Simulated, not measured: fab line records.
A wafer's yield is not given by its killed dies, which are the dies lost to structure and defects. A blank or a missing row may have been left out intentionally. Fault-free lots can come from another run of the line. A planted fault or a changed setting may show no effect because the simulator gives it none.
fab line records -- flow n5Finfet
[record] lots = 7, wafers = 21
route steps=1938 shown BEOL_M8@1332 BEOL_M9@1417 BEOL_M11@1539 BEOL_M12@1649
startH: the number of hours between the record's first day and the start of the first shown wafer of the lot -- waitH: hours elapsed since this lot's preceding step -- " as in the row above -- L1.1+2: several wafers, shown together as one row -- - no value, or no start given -- * or withheld: withheld -- < > ~ a bound
route shown NAME@n: NAME is a module with steps in the file, n the number in the route of the first one -- usual: the fault-free wafers' mean and standard deviation -- same: alike in all rows -- chamber/n: place in a boat -- sites: per-site readings -- _std_site: how widely they spread, as a standard deviation -- _edge_site: the outer-site mean with the inner-site mean subtracted -- radiusMm: how far each site lies from the wafer's centre -- mask NAME#n: copy n -- behind: tool/chamber where the wafer was last shaped -- hold: what put the lot on hold/how long, in hours/how the hold closed -- device: names the non-switching transistor (n, p or np) -- end of line: the same wafers' tests at the end of the route -- a step without rows: its recipe alone -- killed: dies that structure and defects cost at the first sort, which is not the same as the wafer's yield -- map: a wafer's dies, x killed, . not, _ none there
set.NAME: the setting the step ran with; set.NAME@STEP: the setting that earlier step ran with -- model.NAME: the simulator's own value behind a step, which no gauge read
lots where settings were altered on purpose, with a table for each step and a row for each wafer
[[steps]]
[step N5_BEOL_M8_ILD_DEP_00]
[recipe] material = SiCOH_lowk, targetThkA = 1797.5, tempC = 300, precursor = DEMS/porogen, pressureTorr = 5, rfW = 500, timeS = 33.4
lot.wafer,tool,chamber,startH,waitH,set.timeS,model.SiCOH_lowk_of_BEOL_M8_ILD_DEP_00.thkNm
L077.1,pecvd-03,0,211.35,0.0,33.4,178.8
L077.2,pecvd-03,1,211.35,0.0,28.63,155.6
L077.6,pecvd-03,1,211.35,0.0,33.4,181.4
L081.1,pecvd-03,1,226.62,0.0,33.4,176.4
L081.3,pecvd-03,2,226.62,0.0,33.4,174
L081.4,pecvd-03,1,226.62,0.0,36.58,194
L084.1,pecvd-03,2,248.91,0.0,33.4,174.6
L084.2,pecvd-03,1,248.91,0.0,33.4,176.6
L084.5,pecvd-03,1,248.91,0.0,33.4,181.4
L085.1,pecvd-04,2,255.38,0.0,33.4,178.4
L085.3,pecvd-04,0,255.38,0.0,33.4,179.8
L085.4,pecvd-04,2,255.38,0.0,35.93,195
L088.2,pecvd-03,0,279.73,0.0,37.79,197.6
L088.5,pecvd-03,1,279.73,0.0,33.4,178
L088.6,pecvd-03,0,279.73,0.0,33.4,178.6
L096.1,pecvd-01,1,328.34,0.0,33.4,178
L096.3,pecvd-01,1,328.34,0.0,35.17,191.8
L096.4,pecvd-01,2,328.34,0.0,33.4,183.4
L097.1,pecvd-04,1,331.52,0.0,33.4,179.4
L097.3,pecvd-04,2,331.52,0.0,33.4,177.2
L097.6,pecvd-04,1,331.52,0.0,33.4,183.2
[step N5_BEOL_M8_CURE_74]
[recipe] tempC = 385, timeS = 240, ambient = He/Ar, material = SiCOH_lowk
lot.wafer,tool,chamber,startH,waitH,set.timeS@BEOL_M8_ILD_DEP_00,model.SiCOH_lowk_of_BEOL_M8_ILD_DEP_00.thkNm
L077.1,uvCure-01,0,211.42,0.0,33.4,154.2
L077.2,uvCure-01,0,211.42,0.0,28.63,134
L077.6,uvCure-01,0,211.42,0.0,33.4,156.6
L081.1,uvCure-01,0,226.69,0.1,33.4,152.2
L081.3,uvCure-01,0,226.69,0.1,33.4,150
L081.4,uvCure-01,0,226.69,0.1,36.58,167.4
L084.1,uvCure-03,0,249.02,0.1,33.4,150.6
L084.2,uvCure-03,0,249.02,0.1,33.4,152.2
L084.5,uvCure-03,0,249.02,0.1,33.4,156.6
L085.1,uvCure-01,0,255.44,0.0,33.4,153.8
L085.3,uvCure-01,0,255.44,0.0,33.4,155.2
L085.4,uvCure-01,0,255.44,0.0,35.93,168.2
L088.2,uvCure-01,0,279.87,0.1,37.79,170.6
L088.5,uvCure-01,0,279.87,0.1,33.4,153.4
L088.6,uvCure-01,0,279.87,0.1,33.4,154
L096.1,uvCure-03,0,328.43,0.1,33.4,153.6
L096.3,uvCure-03,0,328.43,0.1,35.17,165.4
L096.4,uvCure-03,0,328.43,0.1,33.4,158.2
L097.1,uvCure-01,1,331.59,0.0,33.4,154.6
L097.3,uvCure-01,1,331.59,0.0,33.4,152.8
L097.6,uvCure-01,1,331.59,0.0,33.4,158
[step N5_BEOL_M8_THK_MEAS_01]
[recipe] reads = SiCOH_lowk_of_BEOL_M8_ILD_DEP_00
[usual] M8_ILD_THK = 154.3/2.3
lot.wafer,tool,chamber,startH,waitH,set.timeS@BEOL_M8_ILD_DEP_00,M8_ILD_THK[nm]
L077.1,filmMetro-01,-,211.93,0.4,33.4,154.1
L077.2,filmMetro-01,-,211.93,0.4,28.63,133.9
L077.6,filmMetro-01,-,211.93,0.4,33.4,156.5
L081.1,filmMetro-01,-,227.21,0.4,33.4,152.1
L081.3,filmMetro-01,-,227.21,0.4,33.4,149.9
L081.4,filmMetro-01,-,227.21,0.4,36.58,167.5
L084.1,filmMetro-01,-,249.53,0.4,33.4,150.5
L084.2,filmMetro-01,-,249.53,0.4,33.4,152.4
L084.5,filmMetro-01,-,249.53,0.4,33.4,156.7
L085.1,filmMetro-01,-,255.96,0.4,33.4,153.9
L085.3,filmMetro-01,-,255.96,0.4,33.4,155.2
L085.4,filmMetro-01,-,255.96,0.4,35.93,168.2
L088.2,filmMetro-02,-,280.31,0.4,37.79,170.6
L088.5,filmMetro-02,-,280.31,0.4,33.4,153.4
L088.6,filmMetro-02,-,280.31,0.4,33.4,154.0
L096.1,filmMetro-01,-,328.94,0.4,33.4,153.4
L096.3,filmMetro-01,-,328.94,0.4,35.17,165.5
L096.4,filmMetro-01,-,328.94,0.4,33.4,158.2
L097.1,filmMetro-02,-,332.10,0.4,33.4,154.7
L097.3,filmMetro-02,-,332.10,0.4,33.4,152.8
L097.6,filmMetro-02,-,332.10,0.4,33.4,158.0
[step N5_BEOL_M8_DESCUM_16]
[recipe] chemistry = O2, timeS = 7.9, sourcePowerW = 50, biasPowerW = 20, pressureMtorr = 20, rfFrequencyHz = 2.712e+07, tempC = 40, resist = CAR-ArF, o2FlowSccm = 225
lot.wafer,tool,chamber,startH,waitH,set.timeS,model.CAR-ArF_of_BEOL_M8_COAT_05.thkNm
L077.1,rieDiel-06,3,213.11,0.0,7.9,83.8
L077.2+6,rieDiel-06,0,213.11,0.0,7.9,83.4
L081.1,rieDiel-03,2,228.11,0.0,9.647,82.4
L081.3,rieDiel-03,0,228.11,0.0,7.9,83.2
L081.4,rieDiel-03,3,228.11,0.0,9.647,82.6
L084.1,rieDiel-01,2,252.43,2.1,7.158,83.4
L084.2,rieDiel-01,3,252.43,2.1,7.9,83
L084.5,rieDiel-01,2,252.43,2.1,7.9,83.4
L085.1+3,rieDiel-03,"0,3",259.36,0.1,6.156,84.6
L085.4,rieDiel-03,1,259.36,0.1,7.9,83.6
L088.2,rieDiel-03,1,284.15,0.1,7.9,83.4
L088.5,rieDiel-03,3,284.15,0.1,7.279,84
L088.6,rieDiel-03,2,284.15,0.1,7.9,83.6
L096.1,rieDiel-01,3,331.03,0.0,7.9,83.8
L096.3+4,rieDiel-01,"2,1",331.03,0.0,8.598,83.2
L097.1,rieDiel-03,2,333.60,0.0,7.9,83.6
L097.3,rieDiel-03,3,333.60,0.0,7.9,83.8
L097.6,rieDiel-03,0,333.60,0.0,7.9,83.4
[step N5_BEOL_M9_DESCUM_16]
[recipe] chemistry = O2, timeS = 7.9, sourcePowerW = 50, biasPowerW = 20, pressureMtorr = 20, rfFrequencyHz = 2.712e+07, tempC = 40, resist = CAR-ArF, o2FlowSccm = 225
lot.wafer,tool,chamber,startH,waitH,set.timeS,model.CAR-ArF_of_BEOL_M9_COAT_05.thkNm
L077.1,rieDiel-02,3,220.38,0.0,7.9,83.2
L077.2,rieDiel-02,2,220.38,0.0,6.664,83.8
L077.6,rieDiel-02,1,220.38,0.0,7.9,83
L081.1,rieDiel-04,2,238.70,0.0,6.271,84.4
L081.3,rieDiel-04,3,238.70,0.0,7.9,83.6
L081.4,rieDiel-04,0,238.70,0.0,7.9,83.8
L084.1,rieDiel-02,1,260.11,0.0,6.787,83.8
L084.2,rieDiel-02,3,260.11,0.0,7.9,83.4
L084.5,rieDiel-02,0,260.11,0.0,6.787,84.2
L085.1,rieDiel-02,2,268.08,0.0,7.9,83.6
L085.3,rieDiel-02,1,268.08,0.0,7.071,83.6
L085.4,rieDiel-02,1,268.08,0.0,7.071,84.2
L088.2+5,rieDiel-05,"2,0",289.94,0.0,7.9,83.6
L088.6,rieDiel-05,2,289.94,0.0,7.9,83.4
L096.1,rieDiel-04,0,339.21,0.0,6.603,83.8
L096.3+4,rieDiel-04,"1,3",339.21,0.0,7.9,83.2
L097.1+6,rieDiel-04,"2,0",343.25,0.0,7.9,83.4
L097.3,rieDiel-04,0,343.25,0.0,7.9,83.6
[step N5_BEOL_M9_ETCH_61]
[recipe] chemistry = CF4, target = SiARC, targetDepthA = 390, maskMaterial = CAR-ArF, timeS = 65, ionEnergyEv = 80, pressureMtorr = 40, sourceW = 545, biasW = 36, Ar_flow_sccm = 100, cf4FlowSccm = 100, ends = cleared
lot.wafer,tool,chamber,startH,waitH,set.timeS@BEOL_M9_DESCUM_16,model.CAR-ArF_of_BEOL_M9_COAT_05.thkNm
L077.1,rieDiel-02,3,220.41,0.0,7.9,55.2
L077.2,rieDiel-02,2,220.41,0.0,6.664,56
L077.6,rieDiel-02,1,220.41,0.0,7.9,55
L081.1,rieDiel-04,2,238.73,0.0,6.271,56.4
L081.3,rieDiel-04,3,238.73,0.0,7.9,55.4
L081.4,rieDiel-04,0,238.73,0.0,7.9,55.8
L084.1,rieDiel-02,1,260.14,0.0,6.787,56
L084.2,rieDiel-02,3,260.14,0.0,7.9,55.6
L084.5,rieDiel-02,0,260.14,0.0,6.787,56.2
L085.1,rieDiel-02,2,268.12,0.0,7.9,55.6
L085.3,rieDiel-02,1,268.12,0.0,7.071,55.6
L085.4,rieDiel-02,1,268.12,0.0,7.071,56.2
L088.2+5,rieDiel-05,"2,0",289.97,0.0,7.9,55.6
L088.6,rieDiel-05,2,289.97,0.0,7.9,55.4
L096.1,rieDiel-04,0,339.25,0.0,6.603,56
L096.3+4,rieDiel-04,"1,3",339.25,0.0,7.9,55.4
L097.1+6,rieDiel-04,"2,0",343.29,0.0,7.9,55.4
L097.3,rieDiel-04,0,343.29,0.0,7.9,55.6
[step N5_BEOL_M9_COAT_22]
[recipe] resist = CAR-EUV, spinRpm = 1500, resistThkNm = 30
lot.wafer,tool,chamber,startH,waitH,set.spinRpm,model.CAR-EUV_of_BEOL_M9_COAT_22.thkNm
L077.1+2,lithoTrack-05,0,-,-,1500,30
L077.6,lithoTrack-05,0,-,-,1364,31.4
L081.1,lithoTrack-05,0,-,-,1500,30
L081.3+4,lithoTrack-05,0,-,-,1376,31.4
L084.1+2,lithoTrack-03,0,-,-,1569,29.4
L084.5,lithoTrack-03,0,-,-,1500,30
L085.1+3+4,lithoTrack-05,0,-,-,1500,30
L088.2+6,lithoTrack-03,0,-,-,1345,31.6
L088.5,lithoTrack-03,0,-,-,1500,30
L096.1+3,lithoTrack-05,0,-,-,1500,30
L096.4,lithoTrack-05,0,-,-,1428,30.8
L097.1+3+6,lithoTrack-05,0,-,-,1500,30
[step N5_BEOL_M9_ALD_74]
[recipe] material = TaN, targetThkA = 20, tempC = 275, aldPrecursorFamily = PDMAT, aldCoReactant = NH3, pressureTorr = 3, carrierFlowSccm = 1500, pulseTimeS = 2, purgeTimeS = 3, coReactantPurgeTimeS = 2, coReactantPulseTimeS = 3, aldCycles = 40, precursorVesselTempC = 75, precursorVesselPressureTorr = 26.25, precursorVesselCarrierSccm = 1000
lot.wafer,tool,chamber,startH,waitH,set.aldCycles,model.TaN_of_BEOL_M9_ALD_74.thkNm
L077.1,aldMetal-04,0,224.14,0.1,40,2
L077.2+6,aldMetal-04,1,224.14,0.1,46,2.4
L081.1+3+4,aldMetal-04,"1,3,0",242.80,0.0,40,2
L084.1,aldMetal-04,0,265.09,0.1,40,2
L084.2+5,aldMetal-04,"1,3",265.09,0.1,37,1.8
L085.1,aldMetal-03,1,270.50,0.1,40,2
L085.3+4,aldMetal-03,"0,2",270.50,0.1,33,1.6
L088.2+5+6,aldMetal-04,"1,3,0",292.20,0.0,40,2
L096.1+4,aldMetal-04,"0,2",343.15,0.0,40,2
L096.3,aldMetal-04,1,343.15,0.0,37,1.8
L097.1+3+6,aldMetal-01,"1,3,2",348.05,0.3,40,2
[step N5_BEOL_M11_PECVD_70]
[recipe] material = SiO2, targetThkA = 200, tempC = 400, precursor = TEOS/O2, pressureTorr = 5.5, rfW = 450, teosFlowSccm = 53.8, gas = O2, flowSccm = 3000, timeS = 22.7
lot.wafer,tool,chamber,startH,waitH,set.timeS,model.SiO2_of_BEOL_M11_PECVD_70.thkNm
L077.1,pecvd-01,1,236.18,0.0,22.7,19.6
L077.2,pecvd-01,0,236.18,0.0,21.68,18.8
L077.6,pecvd-01,1,236.18,0.0,22.7,19.8
L081.1,pecvd-04,0,254.96,0.0,22.7,19.8
L081.3,pecvd-04,2,254.96,0.0,21.31,18.6
L081.4,pecvd-04,0,254.96,0.0,21.31,18.8
L084.1+2+5,pecvd-01,"1,2,2",276.25,0.0,22.7,20
L085.1+3,pecvd-01,1,286.35,0.0,22.7,19.6
L085.4,pecvd-01,1,286.35,0.0,22.7,19.8
L088.2+5,pecvd-04,0,306.97,0.0,22.7,19.8
L088.6,pecvd-04,2,306.97,0.0,19.36,17.4
L096.1+3,pecvd-01,"0,2",353.40,0.0,22.7,19.6
L096.4,pecvd-01,1,353.40,0.0,22.7,20
L097.1,pecvd-01,0,359.36,0.0,22.7,19.4
L097.3,pecvd-01,2,359.36,0.0,22.7,19.8
L097.6,pecvd-01,1,359.36,0.0,22.7,20.2
[step N5_BEOL_M11_EXPOSE_08]
[recipe] maskId = M11, na = 1.35, sourceShape = dipole, sigmaInner = 0.411, sigmaOuter = 0.611, polarization = te, doseMj = 53.75
lot.wafer,tool,chamber,startH,waitH,mask,set.doseMj
L077.1+2+6,arfiScanner-02,0,238.22,-,M11#0,53.75
L081.1+4,arfiScanner-02,0,255.87,-,M11#0,53.75
L081.3,arfiScanner-02,0,255.87,-,M11#0,50.66
L084.1+2+5,arfiScanner-03,0,277.66,-,M11#0,53.75
L085.1+3+4,arfiScanner-01,0,286.97,-,M11#0,53.75
L088.2+5,arfiScanner-01,0,309.21,-,M11#0,54.77
L088.6,arfiScanner-01,0,309.21,-,M11#0,53.75
L096.1,arfiScanner-01,0,354.50,-,M11#0,56.5
L096.3+4,arfiScanner-01,0,354.50,-,M11#0,53.75
L097.1+3+6,arfiScanner-03,0,360.21,-,M11#0,53.75
[step N5_BEOL_M11_PEB_09]
[recipe] pebTempC = withheld, pebTimeS = 60, resist = CAR-ArF
[step N5_BEOL_M11_DEVELOP_10]
[recipe] developTimeS = 30, developer = TMAH, resist = CAR-ArF, rinseLiquid = diw, dry = airSpin, devTempC = 23
[step N5_BEOL_M11_CD_MEAS_11]
[recipe] targetCdNm = 64.1, landingEnergyEv = 500, detector = seInlens, polarity = opening
[usual] cdNm = 63.8/0.51
lot.wafer,tool,chamber,startH,waitH,set.doseMj@BEOL_M11_EXPOSE_08,cdNm
L077.1,cdSem-02,0,238.35,-,53.75,64.1
L077.2,cdSem-02,0,238.35,-,53.75,63.1
L077.6,cdSem-02,0,238.35,-,53.75,64.7
L081.1,cdSem-02,0,256.00,-,53.75,63.3
L081.3,cdSem-02,0,256.00,-,50.66,60.3
L081.4,cdSem-02,0,256.00,-,53.75,63.6
L084.1,cdSem-02,0,277.79,-,53.75,63.9
L084.2,cdSem-02,0,277.79,-,53.75,64.5
L084.5,cdSem-02,0,277.79,-,53.75,64.4
L085.1,cdSem-03,0,287.09,-,53.75,63.4
L085.3,cdSem-03,0,287.09,-,53.75,63.5
L085.4,cdSem-03,0,287.09,-,53.75,62.9
L088.2,cdSem-02,0,309.33,-,54.77,64.8
L088.5,cdSem-02,0,309.33,-,54.77,64.9
L088.6,cdSem-02,0,309.33,-,53.75,64.1
L096.1,cdSem-02,0,354.63,-,56.5,67.1
L096.3,cdSem-02,0,354.63,-,53.75,63.5
L096.4,cdSem-02,0,354.63,-,53.75,63.8
L097.1,cdSem-02,0,360.34,-,53.75,63.4
L097.3,cdSem-02,0,360.34,-,53.75,64.7
L097.6,cdSem-02,0,360.34,-,53.75,64.6
[step N5_BEOL_M11_DESCUM_16]
[recipe] chemistry = O2, timeS = 7.9, sourcePowerW = 50, biasPowerW = 20, pressureMtorr = 20, rfFrequencyHz = 2.712e+07, tempC = 40, resist = CAR-ArF, o2FlowSccm = 225
[step N5_BEOL_M11_ETCH_61]
[recipe] chemistry = CF4, target = SiARC, targetDepthA = 390, maskMaterial = CAR-ArF, timeS = 65, ionEnergyEv = 80, pressureMtorr = 40, sourceW = 545, biasW = 36, Ar_flow_sccm = 100, cf4FlowSccm = 100, ends = cleared
lot.wafer,tool,chamber,startH,waitH,set.doseMj@BEOL_M11_EXPOSE_08,model.BEOL_M11.cdOffsetNm
L077.1,rieDiel-02,0,238.47,0.0,53.75,0.2
L077.2,rieDiel-02,3,238.47,0.0,53.75,-0.8
L077.6,rieDiel-02,3,238.47,0.0,53.75,0.4
L081.1,rieDiel-04,2,256.12,0.0,53.75,-0.8
L081.3,rieDiel-04,3,256.12,0.0,50.66,-3.6
L081.4,rieDiel-04,1,256.12,0.0,53.75,-0.2
L084.1,rieDiel-05,3,279.08,0.0,53.75,0
L084.2,rieDiel-05,0,279.08,0.0,53.75,0.2
L084.5,rieDiel-05,3,279.08,0.0,53.75,-0.2
L085.1,rieDiel-02,2,287.39,0.0,53.75,-0.6
L085.3,rieDiel-02,1,287.39,0.0,53.75,-0.2
L085.4,rieDiel-02,2,287.39,0.0,53.75,-1.4
L088.2+5,rieDiel-04,1,310.02,0.0,54.77,0.6
L088.6,rieDiel-04,2,310.02,0.0,53.75,-0.2
L096.1,rieDiel-05,1,354.75,0.0,56.5,3.2
L096.3,rieDiel-05,2,354.75,0.0,53.75,-0.4
L096.4,rieDiel-05,0,354.75,0.0,53.75,-0.6
L097.1,rieDiel-04,3,360.46,0.0,53.75,-0.4
L097.3,rieDiel-04,0,360.46,0.0,53.75,0.2
L097.6,rieDiel-04,1,360.46,0.0,53.75,0
[step N5_BEOL_M11_ETCH_62]
[recipe] chemistry = N2/H2, target = SOC, targetDepthA = 1100, overetchA = 220, maskMaterial = SiARC, tempC = 40, timeS = 165, ionEnergyEv = 200, pressureMtorr = 30, sourceW = 840, biasW = 150, n2FlowSccm = 200, h2FlowSccm = 200
lot.wafer,tool,chamber,startH,waitH,set.doseMj@BEOL_M11_EXPOSE_08,model.BEOL_M11.cdOffsetNm
L077.1+6,rieDiel-02,"0,3",238.52,0.0,53.75,0.4
L077.2,rieDiel-02,3,238.52,0.0,53.75,-0.8
L081.1,rieDiel-04,2,256.17,0.0,53.75,-1
L081.3,rieDiel-04,3,256.17,0.0,50.66,-3
L081.4,rieDiel-04,1,256.17,0.0,53.75,0
L084.1+2+5,rieDiel-05,"3,0,3",279.13,0.0,53.75,0.2
L085.1,rieDiel-02,2,287.46,0.1,53.75,-0.2
L085.3,rieDiel-02,1,287.46,0.1,53.75,0
L085.4,rieDiel-02,2,287.46,0.1,53.75,-1.2
L088.2,rieDiel-04,1,310.07,0.0,54.77,0.6
L088.5,rieDiel-04,1,310.07,0.0,54.77,0.4
L088.6,rieDiel-04,2,310.07,0.0,53.75,-0.4
L096.1,rieDiel-05,1,354.80,0.0,56.5,2.8
L096.3,rieDiel-05,2,354.80,0.0,53.75,-0.4
L096.4,rieDiel-05,0,354.80,0.0,53.75,-0.6
L097.1+3+6,rieDiel-04,"3,0,1",360.51,0.0,53.75,-0.2
[step N5_BEOL_M11_STRIP_68]
[recipe] chemistry = N2/H2, tempC = 40, n2FlowSccm = 200, h2FlowSccm = 200, rfFrequencyHz = 6e+07
[step N5_BEOL_M11_STRIP_67]
[recipe] chemistry = CF4, resist = SiARC, powerW = 300, biasPowerW = 75, pressureMtorr = 50, cf4FlowSccm = 150, rfFrequencyHz = 6e+07
[step N5_BEOL_M11_HM_OPEN_17]
[recipe] chemistry = Cl2/BCl3, targetDepthA = 200, overetchA = 60, target = TiN, maskMaterial = SOC, ionEnergyEv = 150, pressureMtorr = 10, icpW = 1000, biasW = 126, Cl2_flow_sccm = 53.25, bcl3FlowSccm = 21.75, Ar_flow_sccm = 25
lot.wafer,tool,chamber,startH,waitH,set.doseMj@BEOL_M11_EXPOSE_08,model.BEOL_M11.cdOffsetNm
L077.1,rieMetal-02,0,238.71,0.0,53.75,0.4
L077.2,rieMetal-02,1,238.71,0.0,53.75,-1
L077.6,rieMetal-02,0,238.71,0.0,53.75,0.2
L081.1,rieMetal-02,1,256.36,0.0,53.75,-1
L081.3,rieMetal-02,0,256.36,0.0,50.66,-3
L081.4,rieMetal-02,1,256.36,0.0,53.75,-0.4
L084.1+5,rieMetal-01,"0,1",279.32,0.0,53.75,0.2
L084.2,rieMetal-01,1,279.32,0.0,53.75,0.4
L085.1,rieMetal-01,1,287.73,0.0,53.75,-0.2
L085.3,rieMetal-01,1,287.73,0.0,53.75,0
L085.4,rieMetal-01,0,287.73,0.0,53.75,-1.2
L088.2,rieMetal-03,1,310.26,0.0,54.77,0.6
L088.5,rieMetal-03,1,310.26,0.0,54.77,0.4
L088.6,rieMetal-03,0,310.26,0.0,53.75,-0.4
L096.1,rieMetal-02,0,354.99,0.0,56.5,2.6
L096.3,rieMetal-02,0,354.99,0.0,53.75,-0.6
L096.4,rieMetal-02,0,354.99,0.0,53.75,-0.8
L097.1+3+6,rieMetal-01,"0,1,0",360.82,0.2,53.75,-0.2
[step N5_BEOL_M11_STRIP_19]
[recipe] chemistry = O2, powerW = 400, tempC = 40, pressureMtorr = 30, rfFrequencyHz = 6e+07, biasPowerW = 0, overashFraction = 0.2, o2FlowSccm = 225
[step N5_BEOL_M11_CD_MEAS_18]
[recipe] pitchNm = 140, targetCdNm = 70
[usual] cdNm = 69.7/0.56
lot.wafer,tool,chamber,startH,waitH,set.doseMj@BEOL_M11_EXPOSE_08,cdNm
L077.1,cdSem-02,-,238.89,0.0,53.75,70.5
L077.2,cdSem-02,-,238.89,0.0,53.75,69.0
L077.6,cdSem-02,-,238.89,0.0,53.75,70.4
L081.1,cdSem-02,-,256.54,0.0,53.75,68.8
L081.3,cdSem-02,-,256.54,0.0,50.66,66.9
L081.4,cdSem-02,-,256.54,0.0,53.75,69.6
L084.1,cdSem-01,-,279.56,0.0,53.75,70.2
L084.2,cdSem-01,-,279.56,0.0,53.75,70.1
L084.5,cdSem-01,-,279.56,0.0,53.75,70.3
L085.1,cdSem-02,-,288.09,0.0,53.75,69.8
L085.3,cdSem-02,-,288.09,0.0,53.75,69.6
L085.4,cdSem-02,-,288.09,0.0,53.75,68.7
L088.2,cdSem-02,-,310.44,0.1,54.77,71.0
L088.5,cdSem-02,-,310.44,0.1,54.77,70.2
L088.6,cdSem-02,-,310.44,0.1,53.75,69.9
L096.1,cdSem-03,-,355.26,0.0,56.5,72.7
L096.3,cdSem-03,-,355.26,0.0,53.75,69.8
L096.4,cdSem-03,-,355.26,0.0,53.75,69.2
L097.1,cdSem-02,-,361.00,0.0,53.75,70.2
L097.3,cdSem-02,-,361.00,0.0,53.75,69.7
L097.6,cdSem-02,-,361.00,0.0,53.75,69.7
[step N5_BEOL_M11_COAT_63]
[recipe] resist = SOC, tempC = 250, timeS = 60, spinRpm = 1500, resistThkNm = 100
[step N5_BEOL_M11_COAT_64]
[recipe] resist = SiARC, tempC = 220, timeS = 60, spinRpm = 1500, resistThkNm = 30
[step N5_BEOL_M11_PRECLEAN_42]
[recipe] chemistry = residueRemover, timeS = 60, tempC = 40
[step N5_BEOL_M11_SRD_43]
[recipe] timeS = 30, tempC = 23, rinseLiquid = diw, dry = ipaMarangoni
[step N5_BEOL_M11_CD_MEAS_35]
[recipe] targetCdNm = 70, polarity = opening
[usual] cdNm = 69.7/0.53
lot.wafer,tool,chamber,startH,waitH,set.doseMj@BEOL_M11_EXPOSE_08,cdNm
L077.1,cdSem-01,-,240.25,0.0,53.75,70.2
L077.2,cdSem-01,-,240.25,0.0,53.75,69.3
L077.6,cdSem-01,-,240.25,0.0,53.75,70.1
L081.1,cdSem-02,-,259.37,0.0,53.75,68.9
L081.3,cdSem-02,-,259.37,0.0,50.66,66.9
L081.4,cdSem-02,-,259.37,0.0,53.75,69.9
L084.1,cdSem-02,-,283.71,0.0,53.75,69.9
L084.2,cdSem-02,-,283.71,0.0,53.75,70.5
L084.5,cdSem-02,-,283.71,0.0,53.75,70.2
L085.1,cdSem-03,-,289.36,0.0,53.75,69.5
L085.3,cdSem-03,-,289.36,0.0,53.75,69.5
L085.4,cdSem-03,-,289.36,0.0,53.75,69.2
L088.2,cdSem-01,-,312.85,0.0,54.77,71.0
L088.5,cdSem-01,-,312.85,0.0,54.77,70.6
L088.6,cdSem-01,-,312.85,0.0,53.75,69.4
L096.1,cdSem-01,-,356.78,0.0,56.5,73.0
L096.3,cdSem-01,-,356.78,0.0,53.75,69.4
L096.4,cdSem-01,-,356.78,0.0,53.75,69.1
L097.1,cdSem-03,-,362.98,0.0,53.75,70.4
L097.3,cdSem-03,-,362.98,0.0,53.75,69.8
L097.6,cdSem-03,-,362.98,0.0,53.75,69.9
[step N5_BEOL_M12_SPUTTER_44]
[recipe] material = Ta, targetThkA = 100, tempC = 50, biasV = 80, powerW = 15000, chamberPressurePa = 0.07, timeS = 16.13
lot.wafer,tool,chamber,startH,waitH,set.timeS,model.Ta_of_BEOL_M12_SPUTTER_44.thkNm
L077.1+2+6,pvdSputter-01,-,247.99,0.0,14.08,8.8
L081.1,pvdSputter-03,-,265.31,0.0,16.13,10.2
L081.3,pvdSputter-03,-,265.31,0.0,14.93,9.4
L081.4,pvdSputter-03,-,265.31,0.0,16.13,10
L084.1+5,pvdSputter-02,-,290.22,0.0,16.13,9.8
L084.2,pvdSputter-02,-,290.22,0.0,17.73,11
L085.1+4,pvdSputter-03,-,299.84,0.0,16.13,9.8
L085.3,pvdSputter-03,-,299.84,0.0,17.8,11
L088.2,pvdSputter-02,-,320.20,0.0,18.52,11.4
L088.5,pvdSputter-02,-,320.20,0.0,18.52,11.6
L088.6,pvdSputter-02,-,320.20,0.0,16.13,10
L096.1,pvdSputter-02,-,363.26,0.0,17.11,10.4
L096.3+4,pvdSputter-02,-,363.26,0.0,16.13,10
L097.1,pvdSputter-01,-,368.96,0.0,16.13,10
L097.3+6,pvdSputter-01,-,368.96,0.0,16.13,9.8
[[key]]
[split] step = N5_BEOL_M8_ILD_DEP_00, setting = timeS, stated = 33.4, by = wafer
[response] step = N5_BEOL_M8_ILD_DEP_00, reading = model.SiCOH_lowk_of_BEOL_M8_ILD_DEP_00.thkNm, change = +1.74, per = 1%, r = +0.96
[response] step = N5_BEOL_M8_CURE_74, reading = model.SiCOH_lowk_of_BEOL_M8_ILD_DEP_00.thkNm, change = +1.51, per = 1%, r = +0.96
[response] step = N5_BEOL_M8_THK_MEAS_01, reading = M8_ILD_THK, change = +1.52, per = 1%, r = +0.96
[split] step = N5_BEOL_M8_DESCUM_16, setting = timeS, stated = 7.9, by = wafer
[response] step = N5_BEOL_M8_DESCUM_16, reading = model.CAR-ArF_of_BEOL_M8_COAT_05.thkNm, change = -0.0404, per = 1%, r = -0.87
[split] step = N5_BEOL_M9_DESCUM_16, setting = timeS, stated = 7.9, by = wafer
[response] step = N5_BEOL_M9_DESCUM_16, reading = model.CAR-ArF_of_BEOL_M9_COAT_05.thkNm, change = -0.0375, per = 1%, r = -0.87
[response] step = N5_BEOL_M9_ETCH_61, reading = model.CAR-ArF_of_BEOL_M9_COAT_05.thkNm, change = -0.0406, per = 1%, r = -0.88
[split] step = N5_BEOL_M9_COAT_22, setting = spinRpm, stated = 1500, by = wafer
[response] step = N5_BEOL_M9_COAT_22, reading = model.CAR-EUV_of_BEOL_M9_COAT_22.thkNm, change = -0.157, per = 1%, r = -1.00
[split] step = N5_BEOL_M9_ALD_74, setting = aldCycles, stated = 40, by = wafer
[response] step = N5_BEOL_M9_ALD_74, reading = model.TaN_of_BEOL_M9_ALD_74.thkNm, change = +0.0249, per = 1%, r = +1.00
[split] step = N5_BEOL_M11_PECVD_70, setting = timeS, stated = 22.7, by = wafer
[response] step = N5_BEOL_M11_PECVD_70, reading = model.SiO2_of_BEOL_M11_PECVD_70.thkNm, change = +0.168, per = 1%, r = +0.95
[split] step = N5_BEOL_M11_EXPOSE_08, setting = doseMj, stated = 53.75, by = wafer
[response] step = N5_BEOL_M11_CD_MEAS_11, reading = cdNm, change = +0.589, per = 1%, r = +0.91
[response] step = N5_BEOL_M11_ETCH_61, reading = model.BEOL_M11.cdOffsetNm, change = +0.609, per = 1%, r = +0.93
[response] step = N5_BEOL_M11_ETCH_62, reading = model.BEOL_M11.cdOffsetNm, change = +0.525, per = 1%, r = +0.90
[response] step = N5_BEOL_M11_HM_OPEN_17, reading = model.BEOL_M11.cdOffsetNm, change = +0.506, per = 1%, r = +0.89
[response] step = N5_BEOL_M11_CD_MEAS_18, reading = cdNm, change = +0.496, per = 1%, r = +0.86
[response] step = N5_BEOL_M11_CD_MEAS_35, reading = cdNm, change = +0.576, per = 1%, r = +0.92
[split] step = N5_BEOL_M12_SPUTTER_44, setting = timeS, stated = 16.13, by = wafer
[response] step = N5_BEOL_M12_SPUTTER_44, reading = model.Ta_of_BEOL_M12_SPUTTER_44.thkNm, change = +0.105, per = 1%, r = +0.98
